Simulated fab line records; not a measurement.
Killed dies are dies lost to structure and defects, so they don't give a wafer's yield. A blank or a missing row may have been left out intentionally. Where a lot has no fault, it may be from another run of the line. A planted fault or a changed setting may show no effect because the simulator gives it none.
2 desks looking at one fault :: flow n5_finfet :: numbers are kept per desk, each desk with only its own; the story behind them comes last

FROM THE METROLOGY DESK
What the gauges read for every lot (on any tool): the sampled wafers with a number, averaged. A lot is out of limits, marked OUT, if its mean lies more than 4 standard deviations from the usual mean; the brackets give that distance. 7 of its 13 readings are shown: the first one out of limits and those lying furthest out on some lot.
Columns: A = DIBL_N at N5_BEOL_M4_RC_MEAS_101, usual 36.0 mV/V; B = ION_N at N5_BEOL_M4_RC_MEAS_101, usual 675 uA/um; C = RC_DENSE_P at N5_BEOL_M4_RC_MEAS_101, usual 23.5 ohm.um; D = RC_P at N5_BEOL_M4_RC_MEAS_101, usual 19.2 ohm.um; E = REXT_P at N5_BEOL_M4_RC_MEAS_101, usual 100.1 ohm.um; F = SS_N at N5_BEOL_M4_RC_MEAS_101, usual 71.4 mV/dec; G = SS_P at N5_BEOL_M4_RC_MEAS_101, usual 73.2 mV/dec
lot: L613
first seen here: day 9 05:26
A: 37.4
B: 686
C: 22.9
D: 18.7
E: 99.3
F: 72.2
G: 73.6

lot: L615
first seen here: day 11 04:26
A: 35.1
B: 673
C: 23.2
D: 18.8
E: 99.0
F: 70.7
G: 72.9

lot: L618
first seen here: day 12 00:50
A: 35.4
B: 673
C: 23.1
D: 18.9
E: 104.6
F: 71.3
G: 72.7

lot: L620
first seen here: day 12 12:19
A: 33.8
B: 664
C: 23.8
D: 19.4
E: 102.7
F: 70.8
G: 72.3

lot: L621
first seen here: day 12 18:04
A: 36.3
B: 675
C: 23.8
D: 19.4
E: 99.3
F: 71.6
G: 73.4

lot: L623
first seen here: day 13 09:31
A: 37.1
B: 682
C: 24.3
D: 19.8
E: 98.6
F: 71.6
G: 73.5

lot: L624
first seen here: day 13 12:22
A: 37.2
B: 662
C: 23.3
D: 19.0
E: 99.1
F: 72.3
G: 72.8

lot: L614
first seen here: day 13 19:13
A: 36.1
B: 678
C: 23.6
D: 19.3
E: 99.0
F: 71.9
G: 73.6

lot: L629
first seen here: day 14 18:20
A: 34.3
B: 662
C: 22.8
D: 18.6
E: 95.4
F: 71.0
G: 73.3

lot: L633
first seen here: day 15 06:32
A: 35.0
B: 668
C: 25.8 (+4.3) OUT
D: 21.1 (+4.5) OUT
E: 107.6
F: 70.8
G: 72.6
Per this desk, out of limits: L633; the first was L633, day 15 06:32 (RC_DENSE_P at N5_BEOL_M4_RC_MEAS_101). Within limits: L613, L615, L618, L620, L621, L623, L624, L614, L629.

AT THE TOOL OWNER'S DESK: rie_diel-02
The tool's own readings at N5_SD_EPI_P_ETCH_47 (etches SiOCN in CH3F/O2, target depth 25 nm): means of the sampled wafers that have a number, for each lot that ran on this tool. A lot is out of limits, marked OUT, if its mean lies more than 4 standard deviations from the usual mean; the brackets give that distance.
Columns: A = drypump_motor_current_A at N5_SD_EPI_P_ETCH_47, usual 5.6 A; B = oes_o_777_au at N5_SD_EPI_P_ETCH_47, usual 0.75 a.u.; C = oes_product_au at N5_SD_EPI_P_ETCH_47, usual 0.74 a.u.; D = rf_vpp_V at N5_SD_EPI_P_ETCH_47, usual 127.6 V; E = showerhead_plenum_p_Torr at N5_SD_EPI_P_ETCH_47, usual 1.98 Torr; F = throttle_valve_pct at N5_SD_EPI_P_ETCH_47, usual 16.38 %
lot: L613
first seen here: day 3 21:49
A: 5.5
B: 0.73
C: 0.72
D: 128.2
E: 2.01
F: 16.40

lot: L615
first seen here: day 4 09:25
A: 5.6
B: 0.73
C: 0.73
D: 125.8
E: 2.00
F: 16.48

lot: L618
first seen here: day 4 17:57
A: 5.6
B: 0.71
C: 0.72
D: 128.3
E: 2.00
F: 16.33

lot: L620
first seen here: day 5 09:53
A: 5.8
B: 0.72
C: 0.72
D: 126.7
E: 1.98
F: 16.34

lot: L623
first seen here: day 6 02:14
A: 5.6
B: 0.70
C: 0.71
D: 128.4
E: 2.00
F: 16.36

lot: L629
first seen here: day 7 12:10
A: 5.5
B: 0.70
C: 0.71
D: 128.7
E: 1.99
F: 16.46

lot: L633
first seen here: day 8 14:27
A: 5.8
B: 0.71
C: 0.71
D: 125.1
E: 1.93
F: 16.30
This desk's finding: nothing out of limits on any of the 7 lots.

TAKEN TOGETHER
L633 would have let the metrology desk raise an alarm at day 15 06:32.
Nothing out of limits was seen by the tool owner's desk.
On record at the tool owner's desk: L633, within its limits.
On rie_diel-02, each named lot ran N5_SD_EPI_P_ETCH_47.

WHAT THE SIMULATOR HAD INSERTED
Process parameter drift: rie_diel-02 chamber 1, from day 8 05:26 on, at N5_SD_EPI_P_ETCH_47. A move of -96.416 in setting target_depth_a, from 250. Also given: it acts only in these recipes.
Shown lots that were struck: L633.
Hours from the fault's start to each desk's first reading out of limits: the metrology desk, 169.
